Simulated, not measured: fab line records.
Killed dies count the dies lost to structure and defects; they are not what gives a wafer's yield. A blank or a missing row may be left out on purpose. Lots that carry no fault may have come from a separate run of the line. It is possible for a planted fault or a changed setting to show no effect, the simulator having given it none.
Chamber matching	flow n5 finfet	N5_FIN_SAQP_PECVD_06 on pecvd-03: 3 sister chambers
The step deposits a-Si from SiH4/He, target thk 60 nm, time 48.1 s. 3 wafers are shown with their chamber, then 7 later ones without.

== WAFERS WITH THEIR CHAMBER ==
wafer	chamber	throttle valve pct (%)
L090.6	0	18.1
L091.4	1	20.5
L091.5	2	16.6

== WAFERS MISSING THEIR CHAMBER ==
wafer	throttle valve pct (%)
L091.6	18.2
L095.3	20.4
L095.4	20.4
L095.5	18.2
L097.1	16.8
L097.2	20.1
L097.6	17.1

== WHICH CHAMBER EACH WENT THROUGH ==
wafer	from the rows above	in truth
L091.6	0	0
L095.3	1	1
L095.4	1	1
L095.5	0	0
L097.1	2	2
L097.2	1	1
L097.6	can't be placed: 2 or 0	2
Correct placement for 6 of the 7. Can't be placed from these rows: 1 (the true chamber is among the candidates in 1). 0 placed wrongly.
How it was worked out, from the rows above alone: a wafer's distance from a chamber is the root of the sum, over the readings, of the square of ((its reading less the chamber's mean) divided by the reading's scatter). If the next closest chamber is less than 2 further off than the closest, the wafer can't be placed; otherwise it belongs to the closest. For every chamber, the mean is computed from those of its wafers that are shown. The scatter: root of mean squared gap, hidden wafer to nearest shown wafer, with one shown wafer a chamber.
